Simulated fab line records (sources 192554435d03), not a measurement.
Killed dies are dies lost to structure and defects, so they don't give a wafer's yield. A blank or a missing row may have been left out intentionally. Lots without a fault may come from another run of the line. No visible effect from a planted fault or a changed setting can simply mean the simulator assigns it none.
Matching of chambers :: flow n5_finfet :: rie_diel-02 running N5_MIM_BOT_ETCH_STRIP_01: 4 sister chambers
The step strips in O2. 16 wafers are shown with their chamber, then 8 later ones without.

## WAFERS, EACH WITH ITS CHAMBER
wafer: L074.1
chamber: 3
drypump_motor_current_A (A): 5.9
showerhead_plenum_p_Torr (Torr): 2.16
oes_product_au (a.u.): 0.70

wafer: L074.2
chamber: 2
drypump_motor_current_A (A): 6.4
showerhead_plenum_p_Torr (Torr): 2.05
oes_product_au (a.u.): 0.92

wafer: L074.3
chamber: 1
drypump_motor_current_A (A): 5.4
showerhead_plenum_p_Torr (Torr): 2.19
oes_product_au (a.u.): 0.79

wafer: L079.3
chamber: 0
drypump_motor_current_A (A): 5.3
showerhead_plenum_p_Torr (Torr): 2.21
oes_product_au (a.u.): 0.80

wafer: L079.4
chamber: 3
drypump_motor_current_A (A): 5.9
showerhead_plenum_p_Torr (Torr): 2.16
oes_product_au (a.u.): 0.70

wafer: L079.6
chamber: 2
drypump_motor_current_A (A): 6.4
showerhead_plenum_p_Torr (Torr): 2.05
oes_product_au (a.u.): 0.91

wafer: L084.1
chamber: 1
drypump_motor_current_A (A): 5.4
showerhead_plenum_p_Torr (Torr): 2.18
oes_product_au (a.u.): 0.75

wafer: L084.2
chamber: 0
drypump_motor_current_A (A): 5.3
showerhead_plenum_p_Torr (Torr): 2.20
oes_product_au (a.u.): 0.78

wafer: L084.5
chamber: 0
drypump_motor_current_A (A): 5.3
showerhead_plenum_p_Torr (Torr): 2.20
oes_product_au (a.u.): 0.78

wafer: L085.1
chamber: 3
drypump_motor_current_A (A): 5.9
showerhead_plenum_p_Torr (Torr): 2.15
oes_product_au (a.u.): 0.69

wafer: L085.2
chamber: 2
drypump_motor_current_A (A): 6.3
showerhead_plenum_p_Torr (Torr): 2.04
oes_product_au (a.u.): 0.85

wafer: L085.6
chamber: 3
drypump_motor_current_A (A): 5.9
showerhead_plenum_p_Torr (Torr): 2.15
oes_product_au (a.u.): 0.69

wafer: L083.1
chamber: 2
drypump_motor_current_A (A): 6.4
showerhead_plenum_p_Torr (Torr): 2.04
oes_product_au (a.u.): 0.86

wafer: L083.3
chamber: 3
drypump_motor_current_A (A): 5.9
showerhead_plenum_p_Torr (Torr): 2.15
oes_product_au (a.u.): 0.69

wafer: L083.5
chamber: 0
drypump_motor_current_A (A): 5.3
showerhead_plenum_p_Torr (Torr): 2.20
oes_product_au (a.u.): 0.76

wafer: L089.1
chamber: 1
drypump_motor_current_A (A): 5.5
showerhead_plenum_p_Torr (Torr): 2.18
oes_product_au (a.u.): 0.74

SIGNATURES (means of the wafers above)
reading: drypump_motor_current_A
chamber 0: 5.300
chamber 1: 5.433
chamber 2: 6.375
chamber 3: 5.900
scatter within a chamber: 0.0344

reading: showerhead_plenum_p_Torr
chamber 0: 2.2025
chamber 1: 2.1833
chamber 2: 2.0450
chamber 3: 2.1540
scatter within a chamber: 0.00549

reading: oes_product_au
chamber 0: 0.7800
chamber 1: 0.7600
chamber 2: 0.8850
chamber 3: 0.6940
scatter within a chamber: 0.0224
Rule: a wafer's distance from a chamber is the root of the sum, over the readings, of the square of ((its reading less the chamber's mean) divided by the reading's scatter). If the next closest chamber is less than 2 further off than the closest, the wafer can't be placed; otherwise it belongs to the closest. The scatter is the square root of a quotient: the sum, over the shown wafers, of each reading's squared deviation from its chamber's mean, divided by wafers minus chambers.

## WAFERS WHOSE CHAMBER IS MISSING
wafer: L089.2
drypump_motor_current_A (A): 6.4
showerhead_plenum_p_Torr (Torr): 2.04
oes_product_au (a.u.): 0.87

wafer: L089.5
drypump_motor_current_A (A): 5.5
showerhead_plenum_p_Torr (Torr): 2.18
oes_product_au (a.u.): 0.76

wafer: L096.1
drypump_motor_current_A (A): 5.5
showerhead_plenum_p_Torr (Torr): 2.17
oes_product_au (a.u.): 0.73

wafer: L096.2
drypump_motor_current_A (A): 5.3
showerhead_plenum_p_Torr (Torr): 2.19
oes_product_au (a.u.): 0.75

wafer: L096.3
drypump_motor_current_A (A): 6.4
showerhead_plenum_p_Torr (Torr): 2.03
oes_product_au (a.u.): 0.86

wafer: L097.2
drypump_motor_current_A (A): 5.4
showerhead_plenum_p_Torr (Torr): 2.17
oes_product_au (a.u.): 0.73

wafer: L097.4
drypump_motor_current_A (A): 5.4
showerhead_plenum_p_Torr (Torr): 2.17
oes_product_au (a.u.): 0.73

wafer: L097.6
drypump_motor_current_A (A): 5.3
showerhead_plenum_p_Torr (Torr): 2.19
oes_product_au (a.u.): 0.74

## CHAMBER TAKEN BY EACH
wafer: L089.2
from the rows above: 2
in truth: 2

wafer: L089.5
from the rows above: 1
in truth: 1

wafer: L096.1
from the rows above: 1
in truth: 1

wafer: L096.2
from the rows above: can't be placed: 0 or 1
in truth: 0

wafer: L096.3
from the rows above: 2
in truth: 2

wafer: L097.2
from the rows above: 1
in truth: 1

wafer: L097.4
from the rows above: 1
in truth: 1

wafer: L097.6
from the rows above: can't be placed: 0 or 1
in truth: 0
Correctly placed: 6 of 8. Cannot be placed on the basis of these rows: 2; the candidates contain the true chamber in 2. Wrongly placed: 0.
